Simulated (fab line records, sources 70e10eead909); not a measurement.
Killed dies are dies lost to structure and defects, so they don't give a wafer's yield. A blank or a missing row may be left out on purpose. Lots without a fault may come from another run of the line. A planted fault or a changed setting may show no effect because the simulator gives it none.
Which tool did it? | flow nand_harc | 14 lots, 41 wafers sampled, at 6 steps of a route of 1159

WHAT THE GAUGES READ, wafer by wafer
NHARC_A_ONON_D1_THK_MEAS_18: measures by ellipsometry.
lot  | measured     | on            | thk_nm (nm)
L117 | day 8 06:42  | film_metro-01 | 992 991 992
L119 | day 8 14:55  | film_metro-01 | 998 996 997
L118 | day 8 14:55  | film_metro-02 | 985 984 984
L121 | day 9 00:26  | film_metro-02 | 1014 1013 1012
L120 | day 9 00:26  | film_metro-01 | 1004 1004 1005
L123 | day 9 00:24  | film_metro-01 | 1010 1011 1010
L122 | day 9 04:49  | film_metro-02 | 1009 1011 1009
L126 | day 9 23:56  | film_metro-02 | 992 993 992
L125 | day 10 05:40 | film_metro-01 | 991 990 989
L127 | day 10 18:32 | film_metro-02 | 998 998 998
L128 | day 11 05:07 | film_metro-02 | 998 1001 1000
L132 | day 11 21:41 | film_metro-02 | 1002 1002 555
L133 | day 12 01:07 | film_metro-02 | 1005 558
L137 | day 12 22:26 | film_metro-02 | 1008 1007 561

NHARC_A_ONON_D1_INSPECT_32.
lot  | measured     | on                | raw_defect_count
L117 | day 8 09:30  | defect_inspect-01 | 59 53 40
L119 | day 8 17:55  | defect_inspect-02 | 27 56 40
L118 | day 8 17:46  | defect_inspect-01 | 61 107 79
L121 | day 9 03:20  | defect_inspect-01 | 52 80 50
L120 | day 9 03:17  | defect_inspect-02 | 73 78 76
L123 | day 9 03:13  | defect_inspect-01 | 107 127 152
L122 | day 9 07:40  | defect_inspect-01 | 47 47 52
L126 | day 10 02:44 | defect_inspect-01 | 83 80 101
L125 | day 10 08:34 | defect_inspect-02 | 76 87 55
L127 | day 10 21:22 | defect_inspect-02 | 99 56 92
L128 | day 11 07:58 | defect_inspect-01 | 52 57 40
L132 | day 12 00:31 | defect_inspect-02 | 95 51 102
L133 | day 12 03:58 | defect_inspect-02 | 59 54
L137 | day 13 01:14 | defect_inspect-01 | 79 52 128

NHARC_END_SORT_01.
lot  | measured     | on        | killed_at_array | killed_at_other | killed_at_periphery | killed_dies | killed_open | killed_short
L128 | day 22 20:52 | prober-02 | 15 16 20        | 1 0 0           | 0 1 1               | 16 17 21    | 3 2 0       | 1 2 2
L132 | day 23 18:50 | prober-01 | 16 34 674       | 0 0 0           | 3 1 3               | 19 35 677   | 2 2 5       | 2 2 3
L133 | day 23 10:20 | prober-02 | 26 670          | 0 1             | 5 6                 | 31 677      | 5 4         | 1 3
L137 | day 24 09:38 | prober-01 | 22 19 674       | 0 1 0           | 4 3 3               | 26 23 677   | 4 7 2       | 0 1 2

WHICH TOOL RAN EACH LOT (tool, then ch and the chambers of the sampled wafers, then the start)
lot  | NHARC_A_ZERO_WELL_RTA_16         | NHARC_A_ONON_D1_DEP_16           | NHARC_A_CHANNEL_HOLE_D1_DEP_00
L117 | rtp_anneal-01 ch 0, day 6 17:40  | pecvd_onon-03 ch 0, day 8 06:16  | acl_dep-01 ch 0, day 8 11:43
L119 | rtp_anneal-02 ch 0, day 7 06:22  | pecvd_onon-02 ch 0, day 8 14:28  | acl_dep-03 ch 0, day 8 18:50
L118 | rtp_anneal-02 ch 0, day 7 06:47  | pecvd_onon-03 ch 0, day 8 14:31  | acl_dep-01 ch 0, day 8 18:28
L121 | rtp_anneal-02 ch 0, day 7 13:58  | pecvd_onon-02 ch 0, day 9 00:01  | acl_dep-01 ch 0, day 9 04:25
L120 | rtp_anneal-02 ch 0, day 7 18:43  | pecvd_onon-04 ch 0, day 9 00:02  | acl_dep-02 ch 0, day 9 04:05
L123 | rtp_anneal-02 ch 0, day 7 19:34  | pecvd_onon-03 ch 0, day 8 23:54  | acl_dep-03 ch 0, day 9 03:17
L122 | rtp_anneal-01 ch 0, day 7 20:16  | pecvd_onon-03 ch 0, day 9 04:21  | acl_dep-02 ch 0, day 9 08:03
L126 | rtp_anneal-01 ch 0, day 8 17:03  | pecvd_onon-02 ch 0, day 9 23:29  | acl_dep-03 ch 0, day 10 03:52
L125 | rtp_anneal-01 ch 0, day 8 22:10  | pecvd_onon-03 ch 0, day 10 05:13 | acl_dep-02 ch 0, day 10 08:56
L127 | rtp_anneal-02 ch 0, day 9 07:32  | pecvd_onon-02 ch 0, day 10 18:02 | acl_dep-01 ch 0, day 10 23:26
L128 | rtp_anneal-01 ch 0, day 9 21:05  | pecvd_onon-02 ch 0, day 11 04:36 | acl_dep-01 ch 0, day 11 09:04
L132 | rtp_anneal-01 ch 0, day 10 12:25 | pecvd_onon-02 ch 0, day 11 21:13 | acl_dep-03 ch 0, day 12 01:22
L133 | rtp_anneal-02 ch 0, day 10 19:08 | pecvd_onon-02 ch 0, day 12 00:36 | acl_dep-01 ch 0, day 12 04:41
L137 | rtp_anneal-02 ch 0, day 11 13:54 | pecvd_onon-02 ch 0, day 12 21:55 | acl_dep-02 ch 0, day 13 01:18
- NHARC_A_ZERO_WELL_RTA_16: time 10 s.
- NHARC_A_ONON_D1_DEP_16: target thk 1000 nm.
- NHARC_A_CHANNEL_HOLE_D1_DEP_00: deposits aC, target thk 3100 nm.

WHAT THE TOOLS THEMSELVES READ (means of the sampled wafers that have a number; where no wafer has one, the mark that the record gives instead)
NHARC_A_ZERO_WELL_RTA_16.
lot  | tool          | anneal_temp_c_max | lamp_power_pct (%) | wafer_temp_C_max
L117 | rtp_anneal-01 | 1007.6            | 34.2               | 1007.6
L119 | rtp_anneal-02 | 1004.2            | 31.3               | 1002.8
L118 | rtp_anneal-02 | 1004.1            | 31.3               | 1003.9
L121 | rtp_anneal-02 | 1004.2            | 31.3               | 1003.1
L120 | rtp_anneal-02 | 1004.0            | 31.3               | 1004.4
L123 | rtp_anneal-02 | 1004.4            | 31.3               | 1003.6
L122 | rtp_anneal-01 | 1007.3            | 34.2               | 1008.2
L126 | rtp_anneal-01 | 1005.4            | 34.2               | 1009.6
L125 | rtp_anneal-01 | 1006.3            | 34.2               | 1008.2
L127 | rtp_anneal-02 | 1004.7            | 31.3               | 1003.2
L128 | rtp_anneal-01 | 1006.1            | 34.2               | 1006.8
L132 | rtp_anneal-01 | 1006.7            | 34.2               | 1008.4
L133 | rtp_anneal-02 | 1005.2            | 31.3               | 1003.2
L137 | rtp_anneal-02 | 1004.4            | 31.3               | 1003.2

NHARC_A_CHANNEL_HOLE_D1_DEP_00.
lot  | tool       | throttle_valve_pct (%)
L117 | acl_dep-01 | 34.995
L119 | acl_dep-03 | 35.005
L118 | acl_dep-01 | 34.996
L121 | acl_dep-01 | 35.000
L120 | acl_dep-02 | 35.002
L123 | acl_dep-03 | 35.001
L122 | acl_dep-02 | 34.997
L126 | acl_dep-03 | 35.000
L125 | acl_dep-02 | 35.007
L127 | acl_dep-01 | 35.007
L128 | acl_dep-01 | 35.002
L132 | acl_dep-03 | 34.995
L133 | acl_dep-01 | 35.012
L137 | acl_dep-02 | 35.008

THE ANSWER, worked out from the rows above alone
Rule: what is usual is taken from the lots themselves. Put in order of their means at a reading, lots are off if they are a third of the lots or fewer, leave a main group of 4 or more, and stand apart from it by a gap of 3 or more times the standard deviation of the main group's means; of several such gaps the widest counts. A main group whose means are all the same, to the digits that the tables above print for the reading, isn't used. A lot without any number at a reading at which 4 lots or more have one is off too. The other lots that the step has rows for count as sound. The gauges are gone through in route order, then the tools' own readings, and for those a lot's mean is taken as printed above. The first step at which some lot is off is used, and at that step the reading that is off furthest; a lot without a number counts as furthest.
Off: L132, L133, L137, at NHARC_A_ONON_D1_THK_MEAS_18 (thk_nm). The main group: mean 999 nm, standard deviation 8.9.
A tool fits if, at a process step before that reading, it ran every lot that is off, and no sound lot after the first of them. The gauges at NHARC_A_ONON_D1_THK_MEAS_18 are tried like those tools. Can't be told from this: 2 tools fit, pecvd_onon-02 at NHARC_A_ONON_D1_DEP_16, film_metro-02 at NHARC_A_ONON_D1_THK_MEAS_18.

WHAT THE SIMULATOR HAD PUT IN
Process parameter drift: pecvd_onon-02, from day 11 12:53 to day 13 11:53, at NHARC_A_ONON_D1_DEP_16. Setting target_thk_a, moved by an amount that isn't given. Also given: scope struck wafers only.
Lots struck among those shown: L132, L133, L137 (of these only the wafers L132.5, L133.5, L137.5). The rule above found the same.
